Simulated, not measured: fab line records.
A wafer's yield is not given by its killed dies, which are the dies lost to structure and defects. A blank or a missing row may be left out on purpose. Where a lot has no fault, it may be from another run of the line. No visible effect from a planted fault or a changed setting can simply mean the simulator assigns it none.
Chamber matching || flow n5Finfet || 3 sister chambers for N5_BEOL_M9_DEP_56 on pecvd-03
The step deposits SiCN from 3MS/NH3, target thk 15 nm, time 26.5 s. 30 wafers are shown with their chamber, then 12 later ones without.

## WAFERS PAIRED WITH THEIR CHAMBERS
{"wafer": "L074.4", "chamber": 1, "throttleValvePct (%)": 9.3, "showerheadPlenumPTorr (Torr)": 3.664}
{"wafer": "L074.5", "chamber": 0, "throttleValvePct (%)": 8.2, "showerheadPlenumPTorr (Torr)": 3.679}
{"wafer": "L074.6", "chamber": 2, "throttleValvePct (%)": 8.2, "showerheadPlenumPTorr (Torr)": 3.682}
{"wafer": "L077.1", "chamber": 1, "throttleValvePct (%)": 8.9, "showerheadPlenumPTorr (Torr)": 3.675}
{"wafer": "L077.2", "chamber": 0, "throttleValvePct (%)": 8.4, "showerheadPlenumPTorr (Torr)": 3.679}
{"wafer": "L077.5", "chamber": 0, "throttleValvePct (%)": 8.6, "showerheadPlenumPTorr (Torr)": 3.683}
{"wafer": "L076.2", "chamber": 0, "throttleValvePct (%)": 8.4, "showerheadPlenumPTorr (Torr)": 3.667}
{"wafer": "L076.3", "chamber": 1, "throttleValvePct (%)": 9.1, "showerheadPlenumPTorr (Torr)": 3.664}
{"wafer": "L076.5", "chamber": 2, "throttleValvePct (%)": 8.2, "showerheadPlenumPTorr (Torr)": 3.680}
{"wafer": "L079.3", "chamber": 0, "throttleValvePct (%)": 8.3, "showerheadPlenumPTorr (Torr)": 3.684}
{"wafer": "L079.4", "chamber": 0, "throttleValvePct (%)": 8.5, "showerheadPlenumPTorr (Torr)": 3.679}
{"wafer": "L079.5", "chamber": 1, "throttleValvePct (%)": 9.2, "showerheadPlenumPTorr (Torr)": 3.666}
{"wafer": "L078.2", "chamber": 0, "throttleValvePct (%)": 8.4, "showerheadPlenumPTorr (Torr)": 3.679}
{"wafer": "L078.5", "chamber": 1, "throttleValvePct (%)": 9.6, "showerheadPlenumPTorr (Torr)": 3.675}
{"wafer": "L078.6", "chamber": 0, "throttleValvePct (%)": 8.6, "showerheadPlenumPTorr (Torr)": 3.668}
{"wafer": "L083.1", "chamber": 0, "throttleValvePct (%)": 8.3, "showerheadPlenumPTorr (Torr)": 3.674}
{"wafer": "L083.3", "chamber": 1, "throttleValvePct (%)": 9.4, "showerheadPlenumPTorr (Torr)": 3.665}
{"wafer": "L083.4", "chamber": 1, "throttleValvePct (%)": 9.3, "showerheadPlenumPTorr (Torr)": 3.670}
{"wafer": "L087.3", "chamber": 2, "throttleValvePct (%)": 8.2, "showerheadPlenumPTorr (Torr)": 3.683}
{"wafer": "L087.4", "chamber": 1, "throttleValvePct (%)": 8.9, "showerheadPlenumPTorr (Torr)": 3.673}
{"wafer": "L087.5", "chamber": 0, "throttleValvePct (%)": 8.3, "showerheadPlenumPTorr (Torr)": 3.668}
{"wafer": "L086.3", "chamber": 2, "throttleValvePct (%)": 8.6, "showerheadPlenumPTorr (Torr)": 3.677}
{"wafer": "L086.4", "chamber": 0, "throttleValvePct (%)": 8.7, "showerheadPlenumPTorr (Torr)": 3.683}
{"wafer": "L086.5", "chamber": 1, "throttleValvePct (%)": 9.6, "showerheadPlenumPTorr (Torr)": 3.667}
{"wafer": "L090.3", "chamber": 0, "throttleValvePct (%)": 8.6, "showerheadPlenumPTorr (Torr)": 3.669}
{"wafer": "L090.4", "chamber": 2, "throttleValvePct (%)": 8.6, "showerheadPlenumPTorr (Torr)": 3.676}
{"wafer": "L090.5", "chamber": 0, "throttleValvePct (%)": 8.4, "showerheadPlenumPTorr (Torr)": 3.674}
{"wafer": "L092.1", "chamber": 2, "throttleValvePct (%)": 8.6, "showerheadPlenumPTorr (Torr)": 3.686}
{"wafer": "L092.2", "chamber": 1, "throttleValvePct (%)": 9.4, "showerheadPlenumPTorr (Torr)": 3.672}
{"wafer": "L092.3", "chamber": 0, "throttleValvePct (%)": 8.6, "showerheadPlenumPTorr (Torr)": 3.690}

SIGNATURES, as means of the wafers listed above
{"reading": "throttleValvePct", "chamber 0": 8.450, "chamber 1": 9.270, "chamber 2": 8.400, "scatter within a chamber": 0.201}
{"reading": "showerheadPlenumPTorr", "chamber 0": 3.67686, "chamber 1": 3.66910, "chamber 2": 3.68067, "scatter within a chamber": 0.00577}
Rule: for a wafer and a chamber, the distance is found by dividing, reading by reading, the gap between the wafer's reading and the chamber's mean by the reading's scatter, squaring, summing and taking the root. If the next closest chamber is less than 2 further off than the closest, the wafer can't be placed; otherwise it belongs to the closest. The scatter: take each reading less its chamber's mean, square it, sum over the shown wafers, divide by the number of wafers less the number of chambers, and take the root.

## WAFERS WHOSE CHAMBER IS MISSING
{"wafer": "L091.1", "throttleValvePct (%)": 8.5, "showerheadPlenumPTorr (Torr)": 3.684}
{"wafer": "L091.2", "throttleValvePct (%)": 8.4, "showerheadPlenumPTorr (Torr)": 3.682}
{"wafer": "L091.3", "throttleValvePct (%)": 9.4, "showerheadPlenumPTorr (Torr)": 3.673}
{"wafer": "L094.1", "throttleValvePct (%)": 8.4, "showerheadPlenumPTorr (Torr)": 3.675}
{"wafer": "L094.5", "throttleValvePct (%)": 8.5, "showerheadPlenumPTorr (Torr)": 3.680}
{"wafer": "L094.6", "throttleValvePct (%)": 9.4, "showerheadPlenumPTorr (Torr)": 3.675}
{"wafer": "L097.2", "throttleValvePct (%)": 9.3, "showerheadPlenumPTorr (Torr)": 3.665}
{"wafer": "L097.4", "throttleValvePct (%)": 9.3, "showerheadPlenumPTorr (Torr)": 3.671}
{"wafer": "L097.5", "throttleValvePct (%)": 9.2, "showerheadPlenumPTorr (Torr)": 3.665}
{"wafer": "L095.2", "throttleValvePct (%)": 9.2, "showerheadPlenumPTorr (Torr)": 3.677}
{"wafer": "L095.3", "throttleValvePct (%)": 8.5, "showerheadPlenumPTorr (Torr)": 3.678}
{"wafer": "L095.4", "throttleValvePct (%)": 9.4, "showerheadPlenumPTorr (Torr)": 3.670}

## CHAMBER TAKEN BY EACH
{"wafer": "L091.1", "from the rows above": "can't be placed: 2 or 0", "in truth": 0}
{"wafer": "L091.2", "from the rows above": "can't be placed: 2 or 0", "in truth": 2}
{"wafer": "L091.3", "from the rows above": 1, "in truth": 1}
{"wafer": "L094.1", "from the rows above": "can't be placed: 0 or 2", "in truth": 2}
{"wafer": "L094.5", "from the rows above": "can't be placed: 2 or 0", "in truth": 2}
{"wafer": "L094.6", "from the rows above": 1, "in truth": 1}
{"wafer": "L097.2", "from the rows above": 1, "in truth": 1}
{"wafer": "L097.4", "from the rows above": 1, "in truth": 1}
{"wafer": "L097.5", "from the rows above": 1, "in truth": 1}
{"wafer": "L095.2", "from the rows above": 1, "in truth": 1}
{"wafer": "L095.3", "from the rows above": "can't be placed: 0 or 2", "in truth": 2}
{"wafer": "L095.4", "from the rows above": 1, "in truth": 1}
Correctly placed: 7 of 12. From these rows, 5 cannot be placed; in 5 the true chamber is one of the candidates. Wrongly placed: 0.
